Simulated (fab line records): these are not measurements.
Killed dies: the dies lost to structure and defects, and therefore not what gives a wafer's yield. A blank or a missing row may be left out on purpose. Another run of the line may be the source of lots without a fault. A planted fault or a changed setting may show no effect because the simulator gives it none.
fab line records | flow n5Finfet
[record] lots = 10 wafers = 30 lastDay = 15
route steps=1938 shown WELL_APT@33 BEOL_M4@1088 BEOL_M5@1113 PASSIVATION@1936
lots that met no fault: taken from a fault-free run of the same line
startH: start of the lot's first displayed wafer, in hours after the record's first day | waitH: how many hours have passed since the lot's step before this one | " same as the row above | L1.1+2: one row covering several wafers at once | - no value, or no start given | * or withheld: withheld | < > ~ a bound
route shown NAME@n: NAME is a module with steps in the file, n the number in the route of the first one | usual: mean/standard deviation taken from wafers without a fault | same: alike in all rows | chamber/n: place in a boat | sites: readings site by site | _std_site: how widely they spread, as a standard deviation | _edge_site: the outer-site mean with the inner-site mean subtracted | radiusMm: how far each site lies from the wafer's centre | mask NAME#n: copy n | behind: the tool/chamber that last shaped the wafer | hold: reason for holding the lot/hours on hold/outcome of the hold | device: transistor that didn't switch, given as n, p or np | end of line: at the end of the route, the tests of the same wafers | where a step has no rows: the recipe by itself | killed: dies lost to structure and defects at the first sort, not the wafer's yield | map: shows each die of a wafer: x if killed, . if not, _ if none is there
set.NAME: the setting the step ran with; set.NAME@STEP: the setting that earlier step ran with | model.NAME: the simulator's own value behind a step, which no gauge read
a sample of lots followed through the steps of the route, with each step as a table and each wafer as a row
services: the hour from which a tool's chamber was out of use, counted from the record's first day as startH (under 0 if before that day), plus the number of hours and why
[[steps]]
[step N5_WELL_APT_IMPLANT_15]
[recipe] species = As energyKev = 25 doseCm2 = 1.5e+13 tiltDeg = 0 rotationDeg = 0
// columns lot.wafer tool chamber startH waitH
L385.1+2+3 implanter-02 0 14.18 0.1
L386.3+4+6 implanter-01 0 20.42 0.1
L387.3+4+6 implanter-01 0 26.75 0.1
L389.2+4+5 implanter-02 0 38.65 0.1
L390.3+4+6 implanter-01 0 44.53 0.1
L392.1+2+5 implanter-01 0 56.51 0.1
L397.1+2+4 implanter-02 0 86.05 0.1
L398.1+2+6 implanter-01 0 92.12 0.1
L400.3+4+5 implanter-01 0 104.26 0.1
L401.2+3+4 implanter-01 0 110.79 0.1
[step N5_BEOL_M4_SPUTTER_81]
[recipe] material = Cu targetThkA = 45 tempC = -20 chamberPressurePa = 0.07 powerW = withheld timeS = 8.29
[usual] throttleValvePct = 29.7/1
// columns lot.wafer tool chamber startH waitH throttleValvePct
L385.1 pvdSputter-03 - 166.70 0.1 29.5
L385.2 " - " " 27.7
L385.3 " - " " 31.4
L387.3 pvdSputter-03 - 183.32 0.1 31.1
L387.4 " - " " 29.9
L387.6 " - " " 31.3
L386.3 pvdSputter-03 - 189.56 0.1 27.7
L386.4 " - " " 29.4
L386.6 " - " " 29.4
L389.2 pvdSputter-02 - 192.97 0.1 28.8
L389.4 " - " " 30.4
L389.5 " - " " 30.0
L390.3 pvdSputter-02 - 194.85 0.1 30.0
L390.4 " - " " 29.7
L390.6 " - " " 29.9
L392.1 pvdSputter-01 - 197.74 0.1 28.7
L392.2 " - " " 31.4
L392.5 " - " " 30.6
L397.1 pvdSputter-03 - 238.45 0.1 29.4
L397.2 " - " " 27.8
L397.4 " - " " 29.8
L398.1 pvdSputter-02 - 247.24 0.1 30.5
L398.2 " - " " 30.1
L398.6 " - " " 29.9
L401.2 pvdSputter-01 - 250.35 0.1 31.0
L401.3 " - " " 28.3
L401.4 " - " " 28.9
L400.3 pvdSputter-03 - 254.65 0.1 29.5
L400.4 " - " " 28.0
L400.5 " - " " 31.3
[step N5_BEOL_M4_ANNEAL_51]
[recipe] tempC = 225 timeS = 90 ambient = N2
[usual] wafer_temp_C_max = 226.1/0.43
// columns lot.wafer tool chamber startH waitH wafer_temp_C_max
L385.1 rtpAnneal-02 0 168.32 0.2 226.6
L385.2 " 0 " " 226.3
L385.3 " 0 " " 226.7
L387.3 rtpAnneal-02 0 184.92 0.1 226.5
L387.4 " 0 " " 226.7
L387.6 " 0 " " 226.6
L386.3 rtpAnneal-02 0 191.17 0.1 226.3
L386.4 " 0 " " 226.8
L386.6 " 0 " " 226.4
L389.2 rtpAnneal-02 0 194.53 0.1 226.0
L389.4 " 0 " " 226.5
L389.5 " 0 " " 226.0
L390.3 rtpAnneal-01 0 196.46 0.1 225.9
L390.4 " 0 " " 225.6
L390.6 " 0 " " 225.9
L392.1 rtpAnneal-02 0 199.25 0.1 226.6
L392.2 " 0 " " 226.9
L392.5 " 0 " " 226.6
L397.1 rtpAnneal-02 0 239.96 0.1 226.0
L397.2 " 0 " " 226.4
L397.4 " 0 " " 226.2
L398.1 rtpAnneal-02 0 248.75 0.1 226.2
L398.2 " 0 " " 226.6
L398.6 " 0 " " 226.3
L401.2 rtpAnneal-01 0 251.98 0.2 225.7
L401.3 " 0 " " 225.9
L401.4 " 0 " " 225.9
L400.3 rtpAnneal-02 0 256.25 0.1 226.2
L400.4 " 0 " " 226.3
L400.5 " 0 " " 226.3
[step N5_BEOL_M4_RC_MEAS_101]
[usual] CJ_P = 5.75/0.23 DIBL_N = 36.9/1.7 DIBL_P = 36.7/2.1 IOFF_N = 0.17/0.032 IOFF_P = 0.22/0.036 ION_N = 674/12 ION_P = 461/7 RS_NWELL = 1038/7.4 SS_N = 71.7/0.6 SS_P = 73.4/0.67 VT_N = 249/3.1 VT_P = -250/3.2
// columns lot.wafer tool chamber startH waitH CJ_P DIBL_N[mV/V] DIBL_P[mV/V] IOFF_N[nA/um] IOFF_P[nA/um] ION_N[uA/um] ION_P[uA/um] RS_NWELL[ohm/sq] SS_N[mV/dec] SS_P[mV/dec] VT_N[mV] VT_P[mV]
L385.1 prober-01 0 169.52 0.0 5.93 35.5 35.5 0.14 0.18 657 448 1037 71.7 72.8 253 -254
L385.2 " 0 " " 6.12 36.4 36.6 0.15 0.20 674 464 1021 71.3 73.2 254 -251
L385.3 " 0 " " 5.69 35.7 34.9 0.14 0.18 666 456 1037 70.9 73.1 250 -251
L387.3 prober-02 0 186.05 0.3 5.87 35.1 33.9 0.13 0.15 653 449 1045 70.7 73.5 251 -257
L387.4 " 0 " " 5.84 37.2 36.8 0.17 0.19 682 455 1050 71.6 73.1 251 -255
L387.6 " 0 " " 5.54 37.5 35.1 0.17 0.16 677 451 1049 71.5 73.5 248 -256
L386.3 prober-02 0 192.31 0.3 5.49 37.7 37.5 0.18 0.22 674 463 1035 71.6 73.8 250 -249
L386.4 " 0 " " 5.88 36.5 35.6 0.16 0.19 666 456 1030 71.3 73.2 250 -252
L386.6 " 0 " " 5.43 36.5 36.0 0.16 0.19 676 453 1040 71.7 73.5 250 -252
L389.2 prober-02 0 195.54 0.2 5.61 37.5 38.3 0.17 0.21 668 460 1027 71.6 73.6 250 -252
L389.4 " 0 " " 5.81 40.4 42.5 0.24 0.28 691 463 1047 72.7 75.5 242 -248
L389.5 " 0 " " 5.83 37.1 38.5 0.16 0.21 678 461 1041 72.3 73.6 250 -251
L390.3 prober-02 0 197.64 0.4 5.79 38.0 40.4 0.20 0.27 687 469 1036 72.1 73.6 244 -246
L390.4 " 0 " " 6.01 35.7 36.3 0.16 0.20 670 464 1035 71.7 72.8 248 -251
L390.6 " 0 " " 5.74 37.3 39.3 0.18 0.26 671 463 1029 72.3 73.7 248 -248
L392.1 prober-01 0 200.16 0.0 5.75 36.3 36.9 0.17 0.23 685 471 1040 71.0 73.6 245 -246
L392.2 " 0 " " 5.82 35.7 35.5 0.14 0.21 662 460 1038 71.5 73.7 250 -250
L392.5 " 0 " " 5.38 37.0 37.6 0.17 0.25 676 467 1052 71.1 72.9 248 -246
L397.1 prober-01 0 240.87 0.0 5.72 37.7 38.5 0.19 0.26 688 475 1045 72.3 73.5 248 -245
L397.2 " 0 " " 5.83 34.9 36.7 0.14 0.21 677 466 1035 70.8 73.7 253 -249
L397.4 " 0 " " 5.82 36.2 37.5 0.16 0.23 677 461 1039 72.2 72.3 248 -246
L398.1 prober-02 0 249.66 0.0 5.78 34.9 35.1 0.13 0.16 673 455 1029 70.6 73.0 251 -256
L398.2 " 0 " " 5.33 35.7 34.9 0.14 0.16 672 454 1028 71.3 73.2 253 -256
L398.6 " 0 " " 5.69 36.9 37.2 0.17 0.19 686 459 1032 71.6 74.1 250 -251
L401.2 prober-01 0 253.01 0.2 3.81 36.7 37.8 0.14 0.22 664 456 1016 71.6 73.6 251 -252
L401.3 " 0 " " 4.11 37.6 38.0 0.18 0.22 671 459 1004 72.4 73.3 248 -250
L401.4 " 0 " " 3.91 36.9 37.0 0.15 0.19 660 458 1014 71.9 72.9 252 -252
L400.3 prober-01 0 257.39 0.3 3.93 37.3 37.5 0.18 0.27 676 468 1023 71.6 73.8 246 -247
L400.4 " 0 " " 3.66 37.9 36.3 0.20 0.24 685 470 1015 71.9 73.6 246 -250
L400.5 " 0 " " 3.83 37.8 36.2 0.18 0.23 681 468 1026 71.8 72.7 247 -249
[step N5_BEOL_M5_CURE_79]
[recipe] tempC = 385 timeS = 240 ambient = He/Ar material = SiCOH_lowk
[usual] lampPowerPct = 52.30/0.056 wafer_temp_C_max = 387.1/0.66
// columns lot.wafer tool chamber startH waitH lampPowerPct wafer_temp_C_max
L385.1 uvCure-01 2 170.54 0.0 52.26 387.1
L385.2 " 2 " " 52.26 387.0
L385.3 " 2 " " 52.39 387.5
L387.3 uvCure-02 1 186.92 0.2 52.26 386.8
L387.4 " 1 " " 52.28 386.2
L387.6 " 1 " " 52.25 386.8
L386.3 uvCure-01 2 193.27 0.3 52.21 386.1
L386.4 " 2 " " 52.27 387.2
L386.6 " 2 " " 52.38 387.0
L389.2 uvCure-03 2 196.53 0.2 52.33 388.1
L389.4 " 2 " " 52.29 389.9
L389.5 " 2 " " 52.31 388.0
L390.3 uvCure-01 1 198.52 0.2 52.33 387.0
L390.4 " 1 " " 52.23 387.9
L390.6 " 1 " " 52.14 387.9
L392.1 uvCure-01 0 201.19 0.0 52.27 386.5
L392.2 " 0 " " 52.26 386.1
L392.5 " 0 " " 52.26 386.5
L397.1 uvCure-02 2 241.89 0.0 52.33 387.1
L397.2 " 2 " " 52.29 386.6
L397.4 " 2 " " 52.26 387.0
L398.1 uvCure-01 2 250.68 0.0 52.34 387.1
L398.2 " 2 " " 52.38 387.2
L398.6 " 2 " " 52.24 386.2
L401.2 uvCure-01 1 253.95 0.1 52.36 387.7
L401.3 " 1 " " 52.23 387.9
L401.4 " 1 " " 52.37 387.1
L400.3 uvCure-03 0 258.26 0.2 52.44 386.3
L400.4 " 0 " " 52.36 386.3
L400.5 " 0 " " 52.28 386.9
[step N5_PASSIVATION_PROBE_49]
[usual] defectLimitedYield = 91.7/1.5 killed_at_M0_to_M3 = 32/9.6 killed_at_M4_up = 13/5.3 killedAtContacts = 12/6.8 killedAtFrontEnd = 36/9.8 killedAtOther = 4/3.1 killedDies = 98/17 killedOpen = 65/13 killedShort = 32/8.5 sort_bin_5_function = 4.9/0.93 sort_bin_6_memory = 3.2/0.67 sort_bin_8_speed = 0.00/0.02 sortNPass = 1082/17 sortYieldPct = 91.7/1.4
[same] grossDies = 1180 killedAtBackSide = 0 sort_bin_4_leakage[%] = 0
// columns lot.wafer tool chamber startH waitH defectLimitedYield[%] killed_at_M0_to_M3 killed_at_M4_up killedAtContacts killedAtFrontEnd killedAtOther killedDies killedOpen killedShort sort_bin_5_function[%] sort_bin_6_memory[%] sort_bin_8_speed[%] sortNPass sortYieldPct[%]
L387.3 prober-02 - 280.44 0.1 90.9 22 14 12 56 3 107 72 31 5.2 3.6 0 1073 90.9
L387.4 prober-02 - 280.49 0.2 90.7 37 17 11 39 6 110 65 45 5.6 3.4 0 1070 90.7
L387.6 prober-02 - 280.59 0.3 91.3 40 8 9 40 6 103 56 45 5.7 2.6 0 1077 91.3
L398.2 prober-02 - 351.43 0.1 92.2 27 21 3 40 1 92 62 28 4.7 2.9 0 1088 92.2
L397.2 prober-02 - 361.35 1.3 92.4 26 8 9 45 2 90 60 30 4.2 3.3 0 1090 92.4
L401.2 prober-01 - 362.13 0.1 91.8 33 16 21 25 2 97 61 34 4.3 3.6 0 1083 91.8
L401.3 prober-01 - 362.18 0.1 92.5 29 15 22 22 1 89 58 30 4.1 3.5 0 1091 92.5
L401.4 prober-01 - 362.23 0.2 92.8 21 10 16 36 2 85 67 13 4.1 2.5 0 1095 92.8
// killed by level:class
L387.3 FIN_SAQP:geometricParticle:short=10 STI_FIN_REVEAL:geometricParticle:open=9 MOL_CONTACT_COAG:geometricParticle:open=8 FIN_SAQP:geometricParticle:open=6 BEOL_M4:geometricParticle:open=6 DUMMY_GATE:geometricParticle:open=5 GATE_CUT:geometricParticle:short=5 BEOL_M3:geometricParticle:open=5
L387.4 BEOL_M3:geometricParticle:open=15 BEOL_M0_SAQP:geometricParticle:short=9 FIN_SAQP:geometricParticle:short=8 MOL_CONTACT_COAG:geometricParticle:open=8 BEOL_M5:geometricParticle:open=7 FIN_SAQP:geometricParticle:open=6 DUMMY_GATE:geometricParticle:open=5 BEOL_M0_SAQP:geometricParticle:open=5
L387.6 FIN_SAQP:geometricParticle:short=14 BEOL_M0_SAQP:geometricParticle:open=11 BEOL_M0_SAQP:geometricParticle:short=11 GATE_CUT:geometricParticle:short=7 MOL_CONTACT_COAG:geometricParticle:open=7 GATE_CUT:geometricParticle:open=6 BEOL_M3:geometricParticle:open=6 STI_FIN_REVEAL:geometricParticle:open=5
L398.2 FIN_SAQP:geometricParticle:short=11 BEOL_M3:geometricParticle:open=10 FIN_SAQP:geometricParticle:open=8 DUMMY_GATE:geometricParticle:open=7 BEOL_M0_SAQP:geometricParticle:short=6 BEOL_M7:geometricParticle:open=5 BEOL_M1:geometricParticle:open=5 BEOL_M4:geometricParticle:open=4
L397.2 STI_FIN_REVEAL:geometricParticle:open=12 FIN_SAQP:geometricParticle:open=9 FIN_SAQP:geometricParticle:short=8 BEOL_M0_SAQP:geometricParticle:open=8 MOL_CONTACT_COAG:geometricParticle:open=7 BEOL_M0_SAQP:geometricParticle:short=7 BEOL_M3:geometricParticle:open=5 GATE_CUT:geometricParticle:short=4
L401.2 MOL_CONTACT_COAG:geometricParticle:open=13 BEOL_M0_SAQP:geometricParticle:short=10 BEOL_M4:geometricParticle:open=9 MOL_CONTACT_COAG:geometricParticle:short=8 BEOL_M0_SAQP:geometricParticle:open=8 BEOL_M3:geometricParticle:open=7 STI_FIN_REVEAL:geometricParticle:open=5 GATE_CUT:geometricParticle:short=4
L401.3 MOL_CONTACT_COAG:geometricParticle:open=18 BEOL_M0_SAQP:geometricParticle:short=8 BEOL_M0_SAQP:geometricParticle:open=7 STI_FIN_REVEAL:geometricParticle:open=5 BEOL_M3:geometricParticle:open=5 MOL_CONTACT_COAG:geometricParticle:short=4 FIN_SAQP:geometricParticle:short=3 GATE_CUT:geometricParticle:open=3
L401.4 MOL_CONTACT_COAG:geometricParticle:open=13 BEOL_M3:geometricParticle:open=13 FIN_SAQP:geometricParticle:open=10 BEOL_M4:geometricParticle:open=6 DUMMY_GATE:geometricParticle:open=5 HKMG_FIN:areaEtch=5 STI_FIN_REVEAL:geometricParticle:open=4 FIN_SAQP:geometricParticle:short=3
[[services]]
// columns tool chamber startH hours kind
uvCure-01 - -5.84 2.1 pm
uvCure-01 - -0.93 0.4 repair
uvCure-02 - 4.79 1.0 pm
uvCure-02 - 32.80 7.5 pm
implanter-02 - 47.37 3.0 pm
uvCure-01 - 63.47 1.5 repair
uvCure-01 - 72.05 3.3 repair
uvCure-02 - 86.55 6.0 pm
uvCure-01 - 88.21 7.5 pm
implanter-02 - 91.78 0.7 repair
uvCure-03 - 93.16 5.0 pm
pvdSputter-03 - 124.48 12.1 repair
pvdSputter-01 - 129.67 3.7 repair
uvCure-02 - 145.05 5.0 repair
implanter-01 - 149.76 3.4 repair
pvdSputter-03 - 150.18 7.7 repair
uvCure-01 - 153.25 1.0 pm
uvCure-02 - 154.54 2.1 pm
implanter-01 - 165.12 5.6 repair
uvCure-02 - 176.50 7.5 pm
uvCure-01 - 177.37 3.4 pm
implanter-02 - 206.48 1.9 repair
implanter-01 - 208.17 4.3 repair
implanter-02 - 244.25 77.5 pm
[[key]]
[firstSign] step = N5_BEOL_M4_RC_MEAS_101 reading = CJ_P direction = down sigmas = 8.3 usual = 5.75 struck = 3.87
[effect] step = N5_BEOL_M4_RC_MEAS_101 reading = RS_NWELL direction = down sigmas = 2.9 usual = 1038 struck = 1016
metAt N5_WELL_APT_IMPLANT_15
struckLots L400,L401
notActingAt N5_BEOL_M4_SPUTTER_81,N5_BEOL_M4_ANNEAL_51,N5_BEOL_M5_CURE_79
onsetBetween 92.12 104.26
alsoFits time
[fault] kind = wrongRecipeDownload tool = implanter-01,implanter-02 chamber = - onsetH = 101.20 steps = N5_WELL_APT_IMPLANT_15 wrongRecipe.notListed = 1
